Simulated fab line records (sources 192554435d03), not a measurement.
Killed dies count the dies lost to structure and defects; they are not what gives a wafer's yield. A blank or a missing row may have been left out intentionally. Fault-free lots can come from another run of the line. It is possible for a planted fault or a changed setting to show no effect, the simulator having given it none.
The tool behind it: which one?    flow n5 finfet    10 lots with 30 wafers sampled at 4 steps, on a route of 1938 steps

## WHAT EACH GAUGE READ, for each wafer
N5_BEOL_M5_OVL_MEAS_12.
lot   measured      on          M5_OVL (nm)
L529  day 8 07:37   overlay-02  -0.9 0.2 -0.1
L530  day 8 12:23   overlay-02  1.2 0.2 0.5
L533  day 9 10:08   overlay-02  -0.7 0.0 0.1
L532  day 9 14:02   overlay-02  1.3 0.6 0.9
L538  day 10 01:53  overlay-02  0.2 -0.3 0.1
L539  day 10 21:14  overlay-02  6.2 6.6 6.0
L541  day 11 11:30  overlay-02  6.5 7.5 6.4
L542  day 11 14:39  overlay-02  0.1 0.7 -0.1
L543  day 12 02:39  overlay-01  5.9 7.3 6.9
L545  day 12 08:23  overlay-01  0.0 0.5 -0.2

## WHAT TOOL EACH LOT RAN ON (gives the tool, then ch and the chambers of the sampled wafers, and finally the start)
lot   N5_BEOL_M4_SPUTTER_96         N5_BEOL_M4_PRE_CLEAN_60           N5_BEOL_M5_EXPOSE_08
L529  pvd sputter-03, day 8 04:05   cvd co-02 ch 0,1, day 8 04:56     euv scanner-02 ch 0, day 8 07:27
L530  pvd sputter-01, day 8 08:55   cvd co-01 ch 0,2, day 8 09:44     euv scanner-02 ch 0, day 8 12:13
L533  pvd sputter-01, day 9 06:08   cvd co-01 ch 0,1,2, day 9 07:22   euv scanner-02 ch 0, day 9 09:59
L532  pvd sputter-01, day 9 09:56   cvd co-02 ch 0,1,2, day 9 10:55   euv scanner-02 ch 0, day 9 13:52
L538  pvd sputter-01, day 9 21:43   cvd co-01 ch 0,1, day 9 22:32     euv scanner-02 ch 0, day 10 01:44
L539  pvd sputter-02, day 10 16:47  cvd co-02 ch 0,2, day 10 17:37    euv scanner-02 ch 0, day 10 21:04
L541  pvd sputter-03, day 11 06:04  cvd co-02 ch 1,2, day 11 06:54    euv scanner-02 ch 0, day 11 11:20
L542  pvd sputter-03, day 11 10:41  cvd co-02 ch 0,1,2, day 11 11:31  euv scanner-01 ch 0, day 11 14:29
L543  pvd sputter-01, day 11 21:39  cvd co-01 ch 0,1,2, day 11 23:06  euv scanner-02 ch 0, day 12 02:29
L545  pvd sputter-03, day 12 03:14  cvd co-02 ch 0,1,2, day 12 04:04  euv scanner-01 ch 0, day 12 08:14
- N5_BEOL_M4_SPUTTER_96: material Cu, target thk 4.5 nm, time 8.29 s.
- N5_BEOL_M4_PRE_CLEAN_60: time 15 s.
- N5_BEOL_M5_EXPOSE_08: exposes mask M5, target cd 28 nm.

## THE ANSWER, worked out from the rows above alone
Rule: the usual values come from the lots themselves. Put in order of their means at a reading, lots are off if they are a third of the lots or fewer, leave a main group of 4 or more, and stand apart from it by a gap of 3 or more times the standard deviation of the main group's means; of several such gaps the widest counts. A main group whose means are all the same, to the digits that the tables above print for the reading, isn't used. A lot without any number at a reading at which 4 lots or more have one is off too. All remaining lots with rows at the step are treated as sound.
Off: L539, L541, L543, seen at N5_BEOL_M5_OVL_MEAS_12 (M5_OVL). The main group: mean 0.2 nm, standard deviation 0.41.
A tool fits if, at a process step before that reading, it ran every lot that is off, and no sound lot after the first of them. Gauges at N5_BEOL_M5_OVL_MEAS_12: tried the same way as those tools. One fits: N5_BEOL_M5_EXPOSE_08 on euv scanner-02. Its last sound lot is L538 (day 10 01:44), its first lot that is off L539 (day 10 21:04): a fault that began between those two fits.

## WHAT THE SIMULATOR PUT IN
Scanner matching overlay: euv scanner-02, from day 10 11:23 on, at N5_BEOL_M5_EXPOSE_08. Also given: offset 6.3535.
Shown lots that were struck: L539, L541, L543. The rule above reached the same finding.
